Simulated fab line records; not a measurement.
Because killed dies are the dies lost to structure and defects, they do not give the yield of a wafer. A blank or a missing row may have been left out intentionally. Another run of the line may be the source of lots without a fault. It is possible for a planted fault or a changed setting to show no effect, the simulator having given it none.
Which tool is to blame? | flow n5_finfet | Sampling: 10 lots, 29 wafers, 5 of 1938 route steps

== WHAT THE GAUGES SHOWED, per wafer ==
N5_BEOL_M4_RC_MEAS_101. Usual: DIBL_N 36.1 mV/V, standard deviation 1.6; DIBL_P 36.6 mV/V, standard deviation 1.9; EOT_N 10.54, standard deviation 0.081; EOT_P 10.51, standard deviation 0.088; IGATE_N 0.0122 nA/um, standard deviation 0.0016; IGATE_P 0.0037 nA/um, standard deviation 0.00048; IOFF_N 0.160 nA/um, standard deviation 0.026; IOFF_N_85C 3.1 nA/um, standard deviation 0.42; IOFF_N_LIN 0.075 nA/um, standard deviation 0.0097; IOFF_P 0.210 nA/um, standard deviation 0.028; IOFF_P_85C 3.7 nA/um, standard deviation 0.42; IOFF_P_LIN 0.100 nA/um, standard deviation 0.011; ION_N 677 uA/um, standard deviation 10; ION_P 464 uA/um, standard deviation 6.9; SS_N 71.4 mV/dec, standard deviation 0.56; SS_P 73.3 mV/dec, standard deviation 0.61; VT_N 249.1 mV, standard deviation 2.6; VT_N_LVT 97.6 mV, standard deviation 2.8; VT_P -250 mV, standard deviation 3.3; VT_P_LVT -98.3 mV, standard deviation 2.6.
lot  | measured     | on        | DIBL_N (mV/V)  | DIBL_P (mV/V)  | EOT_N             | EOT_P             | IGATE_N (nA/um)      | IGATE_P (nA/um)      | IOFF_N (nA/um)    | IOFF_N_85C (nA/um) | IOFF_N_LIN (nA/um) | IOFF_P (nA/um)    | IOFF_P_85C (nA/um) | IOFF_P_LIN (nA/um) | ION_N (uA/um) | ION_P (uA/um) | SS_N (mV/dec)  | SS_P (mV/dec)  | VT_N (mV)         | VT_N_LVT (mV)     | VT_P (mV)      | VT_P_LVT (mV)        | flag
L192 | day 7 23:26  | prober-01 | 36.5 38.0 36.2 | 35.3 38.2 35.1 | 10.53 10.59 10.50 | 10.41 10.47 10.48 | 0.0132 0.0119 0.0130 | 0.0040 0.0036 0.0039 | 0.142 0.173 0.145 | 2.8 3.3 2.8        | 0.067 0.080 0.068  | 0.179 0.216 0.173 | 3.2 3.8 3.2        | 0.087 0.099 0.087  | 670 682 679   | 466 468 460   | 71.4 71.7 71.7 | 73.5 74.4 73.0 | 250.7 249.5 250.8 | 100.4 98.3 101.0  | -255 -250 -255 | -102.7 -100.9 -103.3 |
L194 | day 8 13:53  | prober-01 | 36.4 34.7 35.3 | 38.0 36.5 36.5 | 10.57 10.74 10.62 | 10.47 10.55 10.54 | 0.0135 0.0104 0.0108 | 0.0040 0.0031 0.0032 | 0.166 0.136 0.143 | 3.2 2.7 2.8        | 0.080 0.067 0.071  | 0.235 0.211 0.214 | 4.0 3.7 3.7        | 0.112 0.104 0.106  | 695 672 683   | 483 472 473   | 71.1 71.5 71.5 | 73.5 72.5 73.6 | 247.1 252.0 250.8 | 94.7 98.6 96.9    | -245 -249 -247 | -92.4 -94.5 -93.3    |
L197 | day 9 20:05  | prober-02 | 36.4 36.0 35.3 | 37.0 36.6 35.7 | 10.46 10.58 10.48 | 10.30 10.60 10.45 | 0.0150 0.0111 0.0128 | 0.0046 0.0033 0.0039 | 0.143 0.149 0.133 | 2.9 2.9 2.7        | 0.069 0.070 0.066  | 0.221 0.216 0.206 | 3.8 3.7 3.5        | 0.105 0.102 0.098  | 673 683 667   | 474 469 469   | 71.0 70.9 70.8 | 73.9 72.8 72.8 | 252.4 248.6 250.6 | 101.6 100.9 101.6 | -248 -252 -251 | -98.3 -99.6 -99.8    |
L201 | day 10 19:41 | prober-01 | 37.0 37.7 36.6 | 36.2 36.5 34.9 | 10.52 10.58 10.66 | 10.49 10.51 10.61 | 0.0124 0.0123 0.0115 | 0.0038 0.0038 0.0035 | 0.134 0.139 0.134 | 2.7 2.7 2.6        | 0.063 0.064 0.062  | 0.190 0.178 0.172 | 3.3 3.2 3.1        | 0.092 0.087 0.087  | 681 664 663   | 463 456 460   | 71.4 71.0 70.8 | 73.1 72.9 73.1 | 250.9 251.3 252.4 | 101.8 102.3 101.7 | -253 -252 -254 | -101.5 -102.6 -103.1 |
L199 | day 10 15:15 | prober-02 | 36.6 36.2 36.5 | 36.8 37.2 36.4 | 10.57 10.66 10.45 | 10.65 10.65 10.47 | 0.0106 0.0092 0.0126 | 0.0032 0.0028 0.0039 | 0.179 0.175 0.178 | 3.4 3.3 3.4        | 0.082 0.081 0.082  | 0.247 0.250 0.242 | 4.2 4.3 4.2        | 0.116 0.116 0.116  | 688 684 692   | 478 467 470   | 71.8 71.8 71.5 | 73.4 74.1 73.8 | 246.2 246.8 245.6 | 97.9 96.8 96.6    | -246 -247 -246 | -95.9 -95.2 -96.0    |
L200 | day 11 08:06 | prober-01 | 33.8 36.5 33.9 | 35.6 38.3 35.4 | 10.67 10.56 10.56 | 10.56 10.49 10.48 | 0.0117 0.0114 0.0122 | 0.0037 0.0035 0.0038 | 0.144 0.198 0.141 | 2.8 3.7 2.8        | 0.066 0.085 0.066  | 0.198 0.240 0.193 | 3.5 4.1 3.4        | 0.098 0.112 0.096  | 680 682 673   | 462 465 463   | 70.4 71.9 71.2 | 72.0 73.4 72.9 | 250.6 247.1 251.9 | 99.1 95.2 100.6   | -247 -248 -249 | -97.8 -95.2 -97.7    |
L204 | day 11 18:49 | prober-02 | 37.9 49.4 35.5 | 37.7 51.8 34.0 | 10.47 14.84 10.60 | 10.40 14.79 10.49 | 0.0119 0.0001 0.0109 | 0.0036 0.0000 0.0032 | 0.183 0.530 0.139 | 3.5 8.5 2.8        | 0.081 0.240 0.066  | 0.200 0.581 0.154 | 3.5 8.6 2.8        | 0.090 0.253 0.075  | 669 636 666   | 446 429 448   | 72.2 73.5 70.5 | 74.2 76.9 72.4 | 247.5 234.4 249.5 | 94.5 80.5 95.4    | -254 -239 -258 | -100.2 -85.2 -101.9  | OFF
L209 | day 12 20:09 | prober-01 | 47.9 49.1      | 51.0 53.5      | 14.93 14.93       | 14.82 14.97       | 0.0001 0.0001        | 0.0000 0.0000        | 0.496 0.562       | 8.1 9.1            | 0.225 0.251        | 0.536 0.660       | 8.1 9.7            | 0.246 0.290        | 635 637       | 427 434       | 74.7 74.8      | 76.1 76.4      | 239.5 236.1       | 83.3 81.3         | -239 -238      | -88.2 -84.9          | OFF
L214 | day 13 07:43 | prober-02 | 35.4 34.4 36.7 | 33.3 33.6 35.4 | 10.45 10.36 10.45 | 10.40 10.38 10.36 | 0.0154 0.0150 0.0123 | 0.0047 0.0046 0.0038 | 0.125 0.127 0.148 | 2.6 2.5 2.9        | 0.060 0.063 0.070  | 0.197 0.199 0.233 | 3.5 3.6 4.0        | 0.095 0.098 0.108  | 661 671 662   | 459 469 463   | 71.2 70.7 71.7 | 73.2 73.0 73.4 | 252.5 251.0 249.6 | 103.6 102.6 101.4 | -250 -249 -249 | -101.0 -100.9 -99.1  |
L215 | day 14 16:33 | prober-02 | 35.3 34.2 36.9 | 35.8 35.1 38.2 | 10.62 10.53 10.59 | 10.47 10.41 10.62 | 0.0119 0.0135 0.0096 | 0.0036 0.0041 0.0029 | 0.152 0.135 0.194 | 3.0 2.7 3.7        | 0.074 0.068 0.090  | 0.208 0.202 0.246 | 3.7 3.6 4.2        | 0.103 0.099 0.115  | 679 671 687   | 467 462 473   | 72.3 71.0 71.9 | 73.2 72.5 73.0 | 248.8 247.0 243.7 | 97.1 98.1 94.2    | -248 -249 -244 | -95.5 -94.1 -94.2    |

N5_BEOL_M5_THK_MEAS_01. Usual: M5_ILD_THK 120.5 nm, standard deviation 1.5.
lot  | measured     | on            | M5_ILD_THK (nm)   | flag
L192 | day 8 00:59  | film_metro-01 | 119.6 122.4 123.1 |
L194 | day 8 15:16  | film_metro-01 | 120.6 122.2 121.0 |
L197 | day 9 21:38  | film_metro-02 | 119.5 120.8 121.0 |
L201 | day 10 21:04 | film_metro-01 | 120.0 122.7 121.5 |
L199 | day 10 16:38 | film_metro-01 | 119.8 121.6 122.1 |
L200 | day 11 09:38 | film_metro-01 | 119.4 122.0 121.7 |
L204 | day 11 19:55 | film_metro-02 | 118.4 121.1 122.2 |
L209 | day 12 21:49 | film_metro-02 | 120.0 121.3       |
L214 | day 13 09:17 | film_metro-02 | 120.2 121.1 122.1 |
L215 | day 14 17:56 | film_metro-02 | 118.4 117.4 118.4 |

== WHICH TOOL RAN EACH LOT (tool, then ch and the chambers of the sampled wafers, then the start) ==
lot  | N5_DUMMY_REMOVAL_PRECLEAN_08        | N5_BEOL_M4_ANNEAL_91         | N5_BEOL_M5_CURE_79
L192 | remote_plasma-02 ch 1, day 4 03:55  | pvd_sputter-01, day 7 21:17  | uv_cure-02 ch 1, day 8 00:28
L194 | remote_plasma-02 ch 1, day 4 14:40  | pvd_sputter-01, day 8 12:01  | uv_cure-01 ch 1, day 8 14:50
L197 | remote_plasma-02 ch 1, day 5 13:58  | pvd_sputter-02, day 9 18:24  | uv_cure-02 ch 1, day 9 21:07
L201 | remote_plasma-02 ch 1, day 6 10:01  | pvd_sputter-03, day 10 17:28 | uv_cure-02 ch 2, day 10 20:37
L199 | remote_plasma-02 ch 0, day 6 12:08  | pvd_sputter-01, day 10 13:08 | uv_cure-03 ch 0, day 10 16:12
L200 | remote_plasma-02 ch 1, day 6 15:40  | pvd_sputter-02, day 11 06:25 | uv_cure-03 ch 0, day 11 09:07
L204 | remote_plasma-02 ch 0, day 7 00:22  | pvd_sputter-03, day 11 16:40 | uv_cure-01 ch 2, day 11 19:38
L209 | remote_plasma-02 ch 1, day 8 05:59  | pvd_sputter-02, day 12 17:55 | uv_cure-03 ch 2, day 12 21:18
L214 | remote_plasma-01 ch 0, day 9 15:43  | pvd_sputter-01, day 13 06:02 | uv_cure-01 ch 2, day 13 08:46
L215 | remote_plasma-01 ch 1, day 10 00:08 | pvd_sputter-02, day 14 14:42 | uv_cure-02 ch 2, day 14 17:31
- N5_DUMMY_REMOVAL_PRECLEAN_08: cleans in NF3:NH3, afs cycles 2, time 20 s, sublimation time 60 s.
- N5_BEOL_M4_ANNEAL_91: time 240 s.
- N5_BEOL_M5_CURE_79: cures SiCOH lowk, time 240 s.

== WHAT THE TOOLS THEMSELVES READ (means of the sampled wafers that have a number; where no wafer has one, the mark that the record gives instead) ==
N5_BEOL_M4_ANNEAL_91. Usual: heater_power_w at 809 W, with a standard deviation of 81.
lot  | tool           | heater_power_w (W) | flag
L192 | pvd_sputter-01 | 829                |
L194 | pvd_sputter-01 | 821                |
L197 | pvd_sputter-02 | 787                |
L201 | pvd_sputter-03 | 850                |
L199 | pvd_sputter-01 | 786                |
L200 | pvd_sputter-02 | 760                |
L204 | pvd_sputter-03 | 812                |
L209 | pvd_sputter-02 | 818                |
L214 | pvd_sputter-01 | 846                |
L215 | pvd_sputter-02 | 810                |

N5_BEOL_M5_CURE_79. Usual: lamp_power_pct 52.31 %, standard deviation 0.057; wafer_temp_C_max 386.7, standard deviation 0.58.
lot  | tool       | lamp_power_pct (%) | wafer_temp_C_max | flag
L192 | uv_cure-02 | 52.31              | 386.0            |
L194 | uv_cure-01 | 52.33              | 387.2            |
L197 | uv_cure-02 | 52.35              | 386.4            |
L201 | uv_cure-02 | 52.35              | 386.9            |
L199 | uv_cure-03 | 52.29              | 386.8            |
L200 | uv_cure-03 | 52.30              | 386.4            |
L204 | uv_cure-01 | 52.28              | 386.2            |
L209 | uv_cure-03 | 52.31              | 386.6            |
L214 | uv_cure-01 | 52.33              | 386.3            |
L215 | uv_cure-02 | 52.30              | 386.5            |

== THE ANSWER, worked out from the rows above alone ==
Rule: take the mean of a lot's wafers that have a number; if it is more than 3 standard deviations from the usual mean, the lot is off. Also off: a lot with no number at a reading for which 4 or more lots have one. Any other lot the step has rows for is counted as sound. Order of review: gauges by route order, followed by the tools' own readings, for which a lot's mean as printed above is used. At the first step where some lot is off, the reading lying furthest off is the one used; lots without a number count as furthest.
Off: L204, L209, seen at N5_BEOL_M4_RC_MEAS_101 (EOT_N).
If a tool, at a process step before that reading, ran all the lots that are off and no sound lot after the first of them, it fits. Those tools and the gauges at N5_BEOL_M4_RC_MEAS_101 are tried in the same way. One candidate fits, namely remote_plasma-02 at N5_DUMMY_REMOVAL_PRECLEAN_08. A fault onset in the window from L200 (day 6 15:40, its last sound lot) to L204 (day 7 00:22, its first lot off) fits.

== WHAT THE SIMULATOR HAD PUT IN ==
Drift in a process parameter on remote_plasma-02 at N5_DUMMY_REMOVAL_PRECLEAN_08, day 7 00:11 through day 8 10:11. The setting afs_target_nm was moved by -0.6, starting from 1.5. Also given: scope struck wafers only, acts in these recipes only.
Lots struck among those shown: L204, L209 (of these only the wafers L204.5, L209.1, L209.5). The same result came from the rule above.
